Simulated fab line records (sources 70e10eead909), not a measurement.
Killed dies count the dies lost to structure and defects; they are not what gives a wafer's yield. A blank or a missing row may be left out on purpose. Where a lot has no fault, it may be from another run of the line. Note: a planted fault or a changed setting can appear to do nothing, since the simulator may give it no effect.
2 desks, one fault + flow nand-harc + each desk has only its own numbers; what lay behind them comes last

AT THE TOOL OWNER'S DESK: rie-diel-01
The tool's own readings at NHARC_A_BONDPAD_ETCH_12 (etches the open film in CHF3/O2, target depth 220 nm, time 110 s): means of the sampled wafers that have a number, for each lot that ran on this tool. A lot is out of limits, marked OUT, if its mean lies more than 4 standard deviations from the usual mean; the brackets give that distance.
Columns: A = chamber-pressure-mTorr at NHARC_A_BONDPAD_ETCH_12, usual 25.002 mTorr; B = drypump-motor-current-A at NHARC_A_BONDPAD_ETCH_12, usual 5.8 A; C = oes-product-au at NHARC_A_BONDPAD_ETCH_12, usual 0.943 a.u.; D = rf-fwd-power-W at NHARC_A_BONDPAD_ETCH_12, usual 497.1 W; E = rf-vpp-V at NHARC_A_BONDPAD_ETCH_12, usual 369.5 V; F = showerhead-plenum-p-Torr at NHARC_A_BONDPAD_ETCH_12, usual 2.35 Torr; G = throttle-valve-pct at NHARC_A_BONDPAD_ETCH_12, usual 20.573 %
| lot  | first seen here | A      | B   | C     | D               | E     | F    | G      |
|------|-----------------|--------|-----|-------|-----------------|-------|------|--------|
| L337 | day 18 12:02    | 24.977 | 6.0 | 0.963 | 496.8           | 369.0 | 2.34 | 20.572 |
| L335 | day 18 14:04    | 24.997 | 5.9 | 0.919 | 497.0           | 367.4 | 2.26 | 20.570 |
| L336 | day 18 17:23    | 25.011 | 5.4 | 0.956 | 497.5           | 369.8 | 2.36 | 20.561 |
| L339 | day 18 19:13    | 25.018 | 5.8 | 0.969 | 495.3           | 367.3 | 2.25 | 20.578 |
| L338 | day 19 03:33    | 24.988 | 5.8 | 0.934 | 495.2           | 367.4 | 2.25 | 20.578 |
| L340 | day 19 06:14    | 25.007 | 5.5 | 0.929 | 497.2           | 372.0 | 2.44 | 20.575 |
| L341 | day 19 09:07    | 25.008 | 5.8 | 0.971 | 496.7           | 371.6 | 2.43 | 20.572 |
| L342 | day 19 19:07    | 24.994 | 5.8 | 0.958 | 496.0           | 370.8 | 2.44 | 20.567 |
| L348 | day 20 18:27    | 25.002 | 5.9 | 0.918 | 497.6           | 367.0 | 2.26 | 20.573 |
| L349 | day 22 08:29    | 24.996 | 5.7 | 0.882 | 430.5 (-48) OUT | 369.8 | 2.34 | 20.575 |
Finding of this desk: L349 out of limits; the first was L349 at day 22 08:29, on rf-fwd-power-W at NHARC_A_BONDPAD_ETCH_12. L337, L335, L336, L339, L338, L340, L341, L342, L348 stayed within limits.

AT THE METROLOGY DESK
Means of the sampled wafers that have a number, per lot and without regard to the tool the lot ran on: this is what the gauges read. A lot is out of limits, marked OUT, if its mean lies more than 4 standard deviations from the usual mean; the brackets give that distance.
Columns: A = cd-nm at NHARC_A_BONDPAD_CD_MEAS_09, usual 499.3 nm; B = overlay-x-nm at NHARC_A_BONDPAD_OVL_MEAS_35, usual -2 nm; C = overlay-y-nm at NHARC_A_BONDPAD_OVL_MEAS_35, usual -1 nm
| lot  | first seen here | A     | B  | C   |
|------|-----------------|-------|----|-----|
| L337 | day 18 11:37    | 499.5 | -8 | -8  |
| L335 | day 18 13:41    | 497.2 | -3 | 5   |
| L336 | day 18 16:59    | 501.4 | 0  | -9  |
| L339 | day 18 18:49    | 499.8 | 7  | 2   |
| L338 | day 19 03:10    | 495.3 | -1 | -13 |
| L340 | day 19 05:52    | 497.0 | 9  | 4   |
| L341 | day 19 08:43    | 500.5 | 6  | 0   |
| L342 | day 19 18:43    | 503.1 | -6 | 4   |
| L345 | day 20 06:06    | 501.0 | -2 | -1  |
| L344 | day 20 06:39    | 497.3 | -9 | 9   |
| L348 | day 20 18:04    | 497.8 | 0  | -1  |
| L349 | day 22 08:03    | 499.5 | -4 | 7   |
This desk's finding: nothing out of limits on any of the 12 lots.

ALL TOGETHER
On L349, at day 22 08:29, an alarm was possible from the tool owner's desk.
Nothing out of limits was seen by the metrology desk.
The metrology desk holds a record of L349, inside its limits.
All the named lots went through NHARC_A_BONDPAD_ETCH_12 on rie-diel-01.

WHAT WAS PUT IN BY THE SIMULATOR
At NHARC_A_BONDPAD_ETCH_12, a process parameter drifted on rie-diel-01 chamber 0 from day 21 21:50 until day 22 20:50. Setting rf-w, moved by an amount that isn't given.
Lots struck among those shown: L349.
How many hours passed from the start of the fault until each desk's first out-of-limits reading: the tool owner's desk, 11.
